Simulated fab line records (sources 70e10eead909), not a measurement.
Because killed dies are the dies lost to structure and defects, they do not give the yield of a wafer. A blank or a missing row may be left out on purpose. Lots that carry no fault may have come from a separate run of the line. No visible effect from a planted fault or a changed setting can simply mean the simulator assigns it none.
Which tool did it? | flow nand_harc | 10 lots with 30 wafers sampled at 4 steps, on a route of 1302 steps

## WHAT THE GAUGES SHOWED, per wafer
NHARC_A_CHANNEL_HOLE_D1_INSPECT_40.
lot  | measured     | on                | raw_defect_count
L348 | day 9 06:08  | defect_inspect-02 | 101 99 135
L347 | day 9 06:32  | defect_inspect-02 | 59 48 61
L350 | day 10 07:05 | defect_inspect-01 | 48 45 39
L351 | day 11 02:58 | defect_inspect-01 | 88 105 90
L352 | day 11 04:55 | defect_inspect-01 | 60 48 37
L354 | day 12 08:21 | defect_inspect-01 | 42 38 31
L357 | day 13 04:56 | defect_inspect-01 | 41 41 50
L361 | day 14 19:59 | defect_inspect-02 | 46 51 53
L362 | day 15 10:46 | defect_inspect-01 | 134 117 107
L365 | day 16 11:14 | defect_inspect-01 | 42 726 43

## WHICH TOOL RAN EACH LOT (tool, then ch and the chambers of the sampled wafers, then the start)
lot  | NHARC_A_CHANNEL_HOLE_D1_ETCH_38    | NHARC_A_CHANNEL_HOLE_D1_ETCH_16               | NHARC_A_CHANNEL_HOLE_D1_STRIP_27
L348 | rie_diel-10 ch 0,3, day 8 22:43    | rie_diel-10 ch 0,1, day 9 06:08 or earlier    | rie_diel-10 ch 0,1,2, day 9 06:08 or earlier
L347 | rie_diel-10 ch 0,2,3, day 8 22:58  | rie_diel-10 ch 0,2, day 9 06:32 or earlier    | rie_diel-11 ch 2,3, day 9 06:32 or earlier
L350 | rie_diel-10 ch 0,2,3, day 10 00:14 | rie_diel-10 ch 0,1,2, day 10 07:05 or earlier | rie_diel-08 ch 0,1,3, day 10 07:05 or earlier
L351 | rie_diel-10 ch 1,2,3, day 10 20:10 | rie_diel-10 ch 0,1,2, day 11 02:58 or earlier | rie_diel-08 ch 0,1,2, day 11 02:58 or earlier
L352 | rie_diel-10 ch 1,2,3, day 10 21:43 | rie_diel-10 ch 1,3, day 11 04:55 or earlier   | rie_diel-08 ch 1,2,3, day 11 04:55 or earlier
L354 | rie_diel-10 ch 0,1,2, day 12 01:22 | rie_diel-10 ch 0,2, day 12 08:21 or earlier   | rie_diel-08 ch 0,1,2, day 12 08:21 or earlier
L357 | rie_diel-10 ch 0,1, day 12 22:08   | rie_diel-10 ch 2,3, day 13 04:56 or earlier   | rie_diel-10 ch 0,2, day 13 04:56 or earlier
L361 | rie_diel-11 ch 0,2, day 14 11:21   | rie_diel-11 ch 0,1,2, day 14 19:59 or earlier | rie_diel-08 ch 2,3, day 14 19:59 or earlier
L362 | rie_diel-08 ch 0,2,3, day 15 03:07 | rie_diel-08 ch 0,1,3, day 15 10:46 or earlier | rie_diel-08 ch 0,2, day 15 10:46 or earlier
L365 | rie_diel-10 ch 0,2, day 16 04:13   | rie_diel-10 ch 0,1,2, day 16 11:14 or earlier | rie_diel-10 ch 1,2,3, day 16 11:14 or earlier
- NHARC_A_CHANNEL_HOLE_D1_ETCH_38: etches the open film in CF4, target depth 39 nm, time 65 s.
- NHARC_A_CHANNEL_HOLE_D1_ETCH_16: etches the open film in O2/COS, target depth 3100 nm, time 806 s.
- NHARC_A_CHANNEL_HOLE_D1_STRIP_27: strips in O2.

## THE ANSWER, worked out from the rows above alone
Rule: the usual values come from the lots themselves. The widest of any qualifying gaps counts: lots, ordered by their means at a reading, are off when they make up no more than a third of the lots, leave a main group of 4 or more, and stand apart from it by 3 or more times the standard deviation of that group's means. Not used: any main group whose means are identical at the precision the tables above print for the reading. Also off: a lot with no number at a reading for which 4 or more lots have one. The other lots that the step has rows for count as sound.
Off: L365, at NHARC_A_CHANNEL_HOLE_D1_INSPECT_40 (raw_defect_count). The main group: mean 67, standard deviation 30.
If a tool, at a process step before that reading, ran all the lots that are off and no sound lot after the first of them, it fits. Those tools and the gauges at NHARC_A_CHANNEL_HOLE_D1_INSPECT_40 are tried in the same way. NHARC_A_CHANNEL_HOLE_D1_ETCH_16 gives no start for some lots, so the hours and the order of its lots are those of NHARC_A_CHANNEL_HOLE_D1_INSPECT_40. NHARC_A_CHANNEL_HOLE_D1_STRIP_27 gives no start for some lots, so the hours and the order of its lots are those of NHARC_A_CHANNEL_HOLE_D1_INSPECT_40. Can't be told from this: 2 tools fit, rie_diel-10 at NHARC_A_CHANNEL_HOLE_D1_ETCH_38 and NHARC_A_CHANNEL_HOLE_D1_ETCH_16 and NHARC_A_CHANNEL_HOLE_D1_STRIP_27, defect_inspect-01 at NHARC_A_CHANNEL_HOLE_D1_INSPECT_40.

## WHAT THE SIMULATOR HAD PUT IN
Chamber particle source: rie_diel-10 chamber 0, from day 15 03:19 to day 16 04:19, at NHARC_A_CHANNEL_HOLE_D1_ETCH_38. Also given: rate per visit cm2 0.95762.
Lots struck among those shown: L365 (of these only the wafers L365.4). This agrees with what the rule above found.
